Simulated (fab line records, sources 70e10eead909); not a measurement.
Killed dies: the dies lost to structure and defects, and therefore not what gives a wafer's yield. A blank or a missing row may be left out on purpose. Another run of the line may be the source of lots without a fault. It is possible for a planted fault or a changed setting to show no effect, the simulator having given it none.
Chamber matching	flow nand harc	ald hk-03 running NHARC_A_STAIRCASE_ALD_415: 4 sister chambers
The step deposits SiO2, target thk 30 nm, pulse time 6 s, ald cycles 300. 4 wafers are shown with their chamber, then 12 later ones without.

WAFERS PAIRED WITH THEIR CHAMBERS
wafer	chamber	heater power w (W)
L086.4	1	493
L091.6	2	438
L089.5	3	481
L089.6	0	454

WAFERS WITHOUT THEIR CHAMBER
wafer	heater power w (W)
L092.1	497
L092.2	439
L092.3	500
L092.4	453
L092.5	491
L092.6	443
L094.1	500
L094.2	436
L094.4	446
L097.4	428
L097.5	502
L097.6	449

CHAMBER TAKEN BY EACH
wafer	from the rows above	in truth
L092.1	1	1
L092.2	2	2
L092.3	1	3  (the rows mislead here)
L092.4	0	0
L092.5	can't be placed: 1 or 3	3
L092.6	can't be placed: 2 or 0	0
L094.1	1	1
L094.2	2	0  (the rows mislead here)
L094.4	can't be placed: 0 or 2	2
L097.4	2	2
L097.5	1	1
L097.6	can't be placed: 0 or 2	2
Correctly placed: 6 of 12. Can't be placed from these rows: 4 (the true chamber is among the candidates in 4). Number placed wrongly: 2.
How it was worked out, from the rows above alone: a wafer's distance from a chamber is the root of the sum, over the readings, of the square of ((its reading less the chamber's mean) divided by the reading's scatter). If the next closest chamber is less than 2 further off than the closest, the wafer can't be placed; otherwise it belongs to the closest. For every chamber, the mean is computed from those of its wafers that are shown. The scatter (one wafer shown for each chamber): square how far every hidden wafer sits from the nearest shown wafer, average those squares and take the square root.
